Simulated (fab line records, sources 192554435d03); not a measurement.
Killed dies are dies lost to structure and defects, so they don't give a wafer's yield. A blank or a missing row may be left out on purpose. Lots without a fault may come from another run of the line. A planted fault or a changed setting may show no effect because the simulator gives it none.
Chamber matching | flow n5_finfet | N5_FIN_SAQP_PECVD_48 on pecvd-01: 3 sister chambers
The step deposits SiNx from SiH4/NH3/N2, target thk 25 nm, time 22.1 s. 6 wafers are shown with their chamber, then 7 later ones without.

WAFERS WITH THEIR CHAMBER
wafer  | chamber | throttle_valve_pct (%) | showerhead_plenum_p_Torr (Torr)
L085.4 | 1       | 38.9                   | 5.06
L085.5 | 2       | 42.2                   | 5.21
L086.1 | 2       | 42.2                   | 5.21
L086.5 | 0       | 39.4                   | 5.25
L089.4 | 0       | 39.3                   | 5.24
L089.5 | 1       | 38.6                   | 5.07

WAFERS WITHOUT THEIR CHAMBER
wafer  | throttle_valve_pct (%) | showerhead_plenum_p_Torr (Torr)
L089.6 | 42.0                   | 5.22
L093.2 | 39.2                   | 5.25
L093.5 | 39.2                   | 5.24
L093.6 | 38.8                   | 5.07
L097.1 | 38.6                   | 5.07
L097.5 | 42.4                   | 5.21
L097.6 | 39.0                   | 5.07

WHICH CHAMBER EACH WENT THROUGH
wafer  | from the rows above | in truth
L089.6 | 2                   | 2
L093.2 | 0                   | 0
L093.5 | 0                   | 0
L093.6 | 1                   | 1
L097.1 | 1                   | 1
L097.5 | 2                   | 2
L097.6 | 1                   | 1
Placed correctly: 7 of 7. Can't be placed from these rows: 0. Placed wrongly: 0.
How it was worked out, from the rows above alone: a wafer's distance from a chamber is the root of the sum, over the readings, of the square of ((its reading less the chamber's mean) divided by the reading's scatter). The wafer belongs to the nearest chamber; if the next one is less than 2 further off, it can't be placed. A chamber's mean is the mean of its shown wafers. The scatter: the root of (the sum of the squares of (reading less its chamber's mean) over the shown wafers, divided by (wafers less chambers)).
